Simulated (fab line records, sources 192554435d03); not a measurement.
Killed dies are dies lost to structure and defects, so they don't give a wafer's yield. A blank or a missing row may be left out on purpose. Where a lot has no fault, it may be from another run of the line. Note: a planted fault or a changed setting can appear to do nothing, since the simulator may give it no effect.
2 desks looking at one fault -- flow n5Finfet -- every desk sees just its own numbers, and what lay behind them comes last

## DESK OF THE TOOL OWNER: aldMetal-04
The tool's own readings at N5_MOL_CONTACT_COAG_ALD_20 (deposits TiN, target thk 1.5 nm, pulse time 1 s, purge time 3 s): means of the sampled wafers that have a number, for each lot that ran on this tool. Any lot whose mean is over 4 standard deviations away from the usual mean is out of limits and marked OUT; that distance is given in the brackets.
Columns: A = heaterPowerW at N5_MOL_CONTACT_COAG_ALD_20, usual 851 W; B = precursorPulseHeightRel at N5_MOL_CONTACT_COAG_ALD_20, usual 1.000
lot,first seen here,A,B
L343,day 5 13:56,838,0.999
L346,day 6 05:43,835,0.993
L360,day 9 15:31,847,0.989
Finding of this desk: none of the 3 lots has anything out of limits.

## FROM THE METROLOGY DESK
What the gauges read for every lot (on any tool): the sampled wafers with a number, averaged. Any lot whose mean is over 4 standard deviations away from the usual mean is out of limits and marked OUT; that distance is given in the brackets. It has 11 readings; the 7 that lie furthest out on some lot are the ones shown.
Columns: A = cdNm at N5_MOL_CONTACT_COAG_CD_MEAS_99, usual 17.1 nm; B = DIBL_N at N5_BEOL_M4_RC_MEAS_101, usual 36.9 mV/V; C = DIBL_P at N5_BEOL_M4_RC_MEAS_101, usual 37.3 mV/V; D = IOFF_N at N5_BEOL_M4_RC_MEAS_101, usual 0.16 nA/um; E = SS_N at N5_BEOL_M4_RC_MEAS_101, usual 71.6 mV/dec; F = SS_P at N5_BEOL_M4_RC_MEAS_101, usual 73.4 mV/dec; G = VT_P at N5_BEOL_M4_RC_MEAS_101, usual -250 mV
lot,first seen here,A,B,C,D,E,F,G
L343,day 5 12:34,17.2,35.9,37.2,0.16,72.1,72.9,-249
L346,day 6 04:08,17.3,35.6,37.6,0.15,71.0,73.5,-250
L360,day 9 14:29,17.0,34.5,34.4,0.13,70.9,73.0,-255
L361,day 10 03:26,16.8,39.2,40.6,0.20,72.8,74.4,-250
L362,day 10 05:55,16.7,37.7,38.7,0.16,71.5,74.3,-251
Finding of this desk: none of the 5 lots has anything out of limits.

## BROUGHT TOGETHER
The desk of the tool owner found nothing out of limits.
The metrology desk saw nothing out of limits.

## WHAT THE SIMULATOR PUT IN
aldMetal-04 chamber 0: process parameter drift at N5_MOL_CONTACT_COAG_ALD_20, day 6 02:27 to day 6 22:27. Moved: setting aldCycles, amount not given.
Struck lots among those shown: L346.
